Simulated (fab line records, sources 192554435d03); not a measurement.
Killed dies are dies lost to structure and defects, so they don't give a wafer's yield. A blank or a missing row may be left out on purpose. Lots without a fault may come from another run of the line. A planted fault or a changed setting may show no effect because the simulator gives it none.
Chamber matching | flow n5_finfet | N5_BEOL_M8_PECVD_70 on pecvd-01: 3 sister chambers
The step deposits SiO2 from TEOS/O2, target thk 20 nm, time 22.7 s. 14 wafers are shown with their chamber, then 7 later ones without.

WAFERS WITH THEIR CHAMBER
wafer  | chamber | throttle_valve_pct (%) | showerhead_plenum_p_Torr (Torr) | heater_power_w (W)
L584.2 | 2       | 21.2                   | 8.76                            | 965
L584.4 | 0       | 23.2                   | 8.81                            | 915
L584.6 | 2       | 21.3                   | 8.74                            | 948
L587.1 | 2       | 21.1                   | 8.76                            | 1012
L587.2 | 0       | 23.0                   | 8.81                            | 843
L587.5 | 0       | 23.2                   | 8.83                            | 837
L585.3 | 1       | 23.2                   | 8.73                            | 973
L585.4 | 0       | 23.1                   | 8.79                            | 890
L585.6 | 2       | 21.1                   | 8.78                            | 1016
L597.1 | 0       | 22.8                   | 8.81                            | 833
L597.5 | 1       | 23.1                   | 8.72                            | 864
L597.6 | 2       | 21.0                   | 8.76                            | 989
L598.1 | 2       | 21.3                   | 8.73                            | 966
L598.2 | 0       | 23.1                   | 8.81                            | 836

SIGNATURES (means of the wafers above)
reading                  | chamber 0 | chamber 1 | chamber 2 | scatter within a chamber
throttle_valve_pct       | 23.067    | 23.150    | 21.167    | 0.132
showerhead_plenum_p_Torr | 8.8100    | 8.7250    | 8.7550    | 0.0148
heater_power_w           | 859.00    | 918.50    | 982.67    | 37.9
Rule: a wafer's distance from a chamber is the root of the sum, over the readings, of the square of ((its reading less the chamber's mean) divided by the reading's scatter). The wafer belongs to the nearest chamber; if the next one is less than 2 further off, it can't be placed. The scatter: the root of (the sum of the squares of (reading less its chamber's mean) over the shown wafers, divided by (wafers less chambers)).

WAFERS WITHOUT THEIR CHAMBER
wafer  | throttle_valve_pct (%) | showerhead_plenum_p_Torr (Torr) | heater_power_w (W)
L598.6 | 21.0                   | 8.75                            | 947
L599.1 | 22.9                   | 8.83                            | 842
L599.4 | 21.3                   | 8.74                            | 935
L599.5 | 23.0                   | 8.84                            | 873
L603.2 | 22.8                   | 8.73                            | 786
L603.3 | 22.9                   | 8.83                            | 782
L603.4 | 22.8                   | 8.83                            | 775

WHICH CHAMBER EACH WENT THROUGH
wafer  | from the rows above     | in truth
L598.6 | 2                       | 2
L599.1 | 0                       | 0
L599.4 | 2                       | 2
L599.5 | 0                       | 0
L603.2 | can't be placed: 1 or 0 | 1
L603.3 | 0                       | 0
L603.4 | 0                       | 0
Placed correctly: 6 of 7. Can't be placed from these rows: 1 (the true chamber is among the candidates in 1). Placed wrongly: 0.
